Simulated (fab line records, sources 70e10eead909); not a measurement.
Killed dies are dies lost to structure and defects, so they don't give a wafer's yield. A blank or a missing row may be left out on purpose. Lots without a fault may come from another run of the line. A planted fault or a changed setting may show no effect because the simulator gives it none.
Which tool did it? | flow nand_harc | 14 lots, 42 wafers sampled, at 6 steps of a route of 1302

WHAT THE GAUGES READ, wafer by wafer
NHARC_A_DECK1_JOINT_INSPECT_05. Usual: raw_defect_count 366, standard deviation 160.
lot  | measured     | on                | raw_defect_count | flag
L523 | day 12 13:53 | defect_inspect-02 | 337 353 279      |
L524 | day 13 07:25 | defect_inspect-02 | 356 469 586      |
L525 | day 13 07:25 | defect_inspect-01 | 153 204 258      |
L527 | day 14 01:45 | defect_inspect-01 | 434 322 363      |
L528 | day 14 01:45 | defect_inspect-02 | 460 320 511      |
L529 | day 14 22:13 | defect_inspect-02 | 205 187 184      |
L531 | day 15 14:58 | defect_inspect-01 | 434 327 548      |
L530 | day 15 22:32 | defect_inspect-02 | 236 276 493      |
L533 | day 16 17:02 | defect_inspect-02 | 341 315 282      |
L538 | day 18 12:23 | defect_inspect-02 | 400 284 295      |
L541 | day 19 13:34 | defect_inspect-02 | 760 814 770      |
L540 | day 19 13:34 | defect_inspect-01 | 587 307 473      |
L542 | day 20 04:43 | defect_inspect-02 | 550 702 582      |
L545 | day 22 00:10 | defect_inspect-02 | 218 302 262      |

NHARC_A_ONON_D2_THK_MEAS_30: measures by ellipsometry. Usual: thk_nm 1000 nm, standard deviation 8.4.
lot  | measured     | on            | thk_nm (nm)             | flag
L523 | day 13 02:20 | film_metro-01 | 999 1001 998            |
L524 | day 13 20:18 | film_metro-01 | 988 987 988             |
L525 | day 13 20:17 | film_metro-02 | 1001 1002 1003          |
L527 | day 14 12:31 | film_metro-01 | 1005 1007 1004          |
L528 | day 14 12:17 | film_metro-02 | 982 983 983             |
L529 | day 15 13:47 | film_metro-02 | 977 975 978             |
L531 | day 16 05:11 | film_metro-02 | 1009 1011 1009          |
L530 | day 16 11:02 | film_metro-02 | 1009 1009 1008          |
L533 | day 17 05:34 | film_metro-01 | 1001 1002 1003          |
L538 | day 19 04:23 | film_metro-01 | 1002 1001 1002          |
L541 | day 20 02:25 | film_metro-02 | 1001 1000 1000          |
L540 | day 20 02:26 | film_metro-01 | 415 412 415 413 415 413 | OFF
L542 | day 20 17:08 | film_metro-01 | 409 410 408 408 409 409 | OFF
L545 | day 22 13:02 | film_metro-02 | 1002 1001 1001          |

NHARC_END_SORT_01. Usual: defect_limited_yield 90 %, standard deviation 3.1; killed_at_array 61, standard deviation 20; killed_at_other 0.9, standard deviation 1.1; killed_at_periphery 3.7, standard deviation 2.5; killed_dies 65, standard deviation 21; killed_open 3.3, standard deviation 1.8; killed_short 2.3, standard deviation 1.5.
lot  | measured     | on        | defect_limited_yield (%) | killed_at_array | killed_at_other | killed_at_periphery | killed_dies | killed_open | killed_short | flag
L524 | day 25 06:07 | prober-01 | 93 91 93                 | 46 59 47        | 0 0 0           | 4 0 2               | 50 59 49    | 3 4 3       | 4 2 3        |
L525 | day 25 06:08 | prober-02 | 90 87 87                 | 67 77 83        | 0 2 2           | 1 6 6               | 68 85 91    | 3 3 6       | 1 4 2        |
L527 | day 26 00:02 | prober-01 | 94 92 95                 | 38 49 32        | 1 0 0           | 5 2 3               | 44 51 35    | 2 3 1       | 2 3 2        |
L528 | day 25 22:13 | prober-02 | 86 87 86                 | 90 86 91        | 0 2 2           | 4 0 2               | 94 88 95    | 3 2 2       | 2 2 0        |
L529 | day 27 09:38 | prober-02 | 91 89 88                 | 60 72 76        | 0 0 1           | 2 1 4               | 62 73 81    | 3 1 5       | 3 5 4        |
L531 | day 27 16:37 | prober-01 | 84 88 87                 | 97 73 84        | 1 2 2           | 9 4 4               | 107 79 90   | 7 1 0       | 2 1 1        |
L530 | day 28 07:36 | prober-01 | 89 91 90                 | 75 55 69        | 2 0 1           | 0 3 1               | 77 58 71    | 1 2 3       | 3 1 3        |

WHICH TOOL RAN EACH LOT (tool, then ch and the chambers of the sampled wafers, then the start)
lot  | NHARC_A_DECK1_JOINT_ETCHBACK_00  | NHARC_A_ONON_D2_DEP_28           | NHARC_A_ONON_D2_DEP_33
L523 | rie_si-02 ch 1,2,3, day 11 13:10 | pecvd_onon-04 ch 0, day 13 01:53 | pecvd-03 ch 0,1,2, day 13 02:24
L524 | rie_si-06 ch 0,1, day 12 08:21   | pecvd_onon-04 ch 0, day 13 19:47 | pecvd-03 ch 1,2, day 13 20:21
L525 | rie_si-02 ch 0,1,3, day 12 08:23 | pecvd_onon-01 ch 0, day 13 19:46 | pecvd-01 ch 0,2, day 13 20:23
L527 | rie_si-01 ch 1,2, day 13 00:50   | pecvd_onon-01 ch 0, day 14 12:03 | pecvd-01 ch 1,2, day 14 12:34
L528 | rie_si-02 ch 0,1, day 13 03:43   | pecvd_onon-02 ch 0, day 14 11:50 | pecvd-03 ch 0,1,2, day 14 12:21
L529 | rie_si-02 ch 1,3, day 13 18:01   | pecvd_onon-01 ch 0, day 15 13:17 | pecvd-04 ch 1,2, day 15 13:50
L531 | rie_si-02 ch 1,2, day 14 17:10   | pecvd_onon-02 ch 0, day 16 04:44 | pecvd-01 ch 0,1,2, day 16 05:17
L530 | rie_si-02 ch 0,1, day 14 20:50   | pecvd_onon-01 ch 0, day 16 10:31 | pecvd-04 ch 0,1,2, day 16 11:05
L533 | rie_si-06 ch 0,1,2, day 15 17:16 | pecvd_onon-02 ch 0, day 17 05:03 | pecvd-04 ch 1,2, day 17 05:40
L538 | rie_si-06 ch 1,2,3, day 17 09:15 | pecvd_onon-01 ch 0, day 19 03:53 | pecvd-04 ch 0,2, day 19 04:29
L541 | rie_si-02 ch 0,1,2, day 18 13:11 | pecvd_onon-04 ch 0, day 20 01:54 | pecvd-03 ch 1,2, day 20 02:31
L540 | rie_si-01 ch 1,3, day 18 13:13   | pecvd_onon-02 ch 0, day 20 01:59 | -
L542 | rie_si-06 ch 1,2,3, day 19 04:51 | pecvd_onon-02 ch 0, day 20 16:38 | -
L545 | rie_si-02 ch 0,3, day 20 18:59   | pecvd_onon-04 ch 0, day 22 12:35 | pecvd-04 ch 1,2, day 22 13:06
- NHARC_A_DECK1_JOINT_ETCHBACK_00: etches the open film in HBr, target depth 30 nm, time 17.4 s.
- NHARC_A_ONON_D2_DEP_28: target thk 1000 nm.
- NHARC_A_ONON_D2_DEP_33: deposits SiO2, target thk 200 nm.

WHAT THE TOOLS THEMSELVES READ (means of the sampled wafers that have a number; where no wafer has one, the mark that the record gives instead)
NHARC_A_DECK1_JOINT_ETCHBACK_00. Usual: drypump_motor_current_A 5.6 A, standard deviation 0.34; oes_product_au 0.999 a.u., standard deviation 0.0099; throttle_valve_pct 23.264 %, standard deviation 0.01.
lot  | tool      | drypump_motor_current_A (A) | oes_product_au (a.u.) | throttle_valve_pct (%) | flag
L523 | rie_si-02 | 5.7                         | 0.991                 | 23.268                 |
L524 | rie_si-06 | 5.7                         | 0.999                 | 23.270                 |
L525 | rie_si-02 | 5.7                         | 0.990                 | 23.270                 |
L527 | rie_si-01 | 5.7                         | 1.015                 | 23.258                 |
L528 | rie_si-02 | 5.4                         | 0.992                 | 23.256                 |
L529 | rie_si-02 | 5.7                         | 0.999                 | 23.274                 |
L531 | rie_si-02 | 5.4                         | 1.004                 | 23.262                 |
L530 | rie_si-02 | 5.3                         | 1.000                 | 23.258                 |
L533 | rie_si-06 | 5.4                         | 0.999                 | 23.270                 |
L538 | rie_si-06 | 5.5                         | 0.988                 | 23.265                 |
L541 | rie_si-02 | 5.4                         | 1.007                 | 23.270                 |
L540 | rie_si-01 | 6.0                         | 1.000                 | 23.263                 |
L542 | rie_si-06 | 5.5                         | 1.006                 | 23.264                 |
L545 | rie_si-02 | 5.7                         | 0.991                 | 23.271                 |

NHARC_A_ONON_D2_DEP_33. Usual: heater_power_w 546 W, standard deviation 83; showerhead_vpp_V 1876 V, standard deviation 66; throttle_valve_pct 16.0 %, standard deviation 0.66.
lot  | tool     | heater_power_w (W) | showerhead_vpp_V (V) | throttle_valve_pct (%) | flag
L523 | pecvd-03 | 610                | 1894                 | 16.1                   |
L524 | pecvd-03 | 612                | 1886                 | 15.7                   |
L525 | pecvd-01 | 585                | 1897                 | 16.1                   |
L527 | pecvd-01 | 557                | 1919                 | 15.8                   |
L528 | pecvd-03 | 574                | 1901                 | 16.3                   |
L529 | pecvd-04 | 525                | 1799                 | 16.3                   |
L531 | pecvd-01 | 501                | 1883                 | 15.8                   |
L530 | pecvd-04 | 560                | 1816                 | 16.1                   |
L533 | pecvd-04 | 521                | 1797                 | 16.4                   |
L538 | pecvd-04 | 556                | 1824                 | 15.9                   |
L541 | pecvd-03 | 504                | 1916                 | 16.0                   |
L545 | pecvd-04 | 410                | 1810                 | 16.2                   |

THE ANSWER, worked out from the rows above alone
Rule: a lot is off if the mean of its wafers that have a number lies more than 3 standard deviations from the usual mean. A lot without any number at a reading at which 4 lots or more have one is off too. The other lots that the step has rows for count as sound. The gauges are gone through in route order, then the tools' own readings, and for those a lot's mean is taken as printed above. The first step at which some lot is off is used, and at that step the reading that is off furthest; a lot without a number counts as furthest.
Off: L540, L542, at NHARC_A_ONON_D2_THK_MEAS_30 (thk_nm).
A tool fits if, at a process step before that reading, it ran every lot that is off, and no sound lot after the first of them. The gauges at NHARC_A_ONON_D2_THK_MEAS_30 are tried like those tools. Can't be told from this: 2 tools fit, pecvd_onon-02 at NHARC_A_ONON_D2_DEP_28, film_metro-01 at NHARC_A_ONON_D2_THK_MEAS_30.

WHAT THE SIMULATOR HAD PUT IN
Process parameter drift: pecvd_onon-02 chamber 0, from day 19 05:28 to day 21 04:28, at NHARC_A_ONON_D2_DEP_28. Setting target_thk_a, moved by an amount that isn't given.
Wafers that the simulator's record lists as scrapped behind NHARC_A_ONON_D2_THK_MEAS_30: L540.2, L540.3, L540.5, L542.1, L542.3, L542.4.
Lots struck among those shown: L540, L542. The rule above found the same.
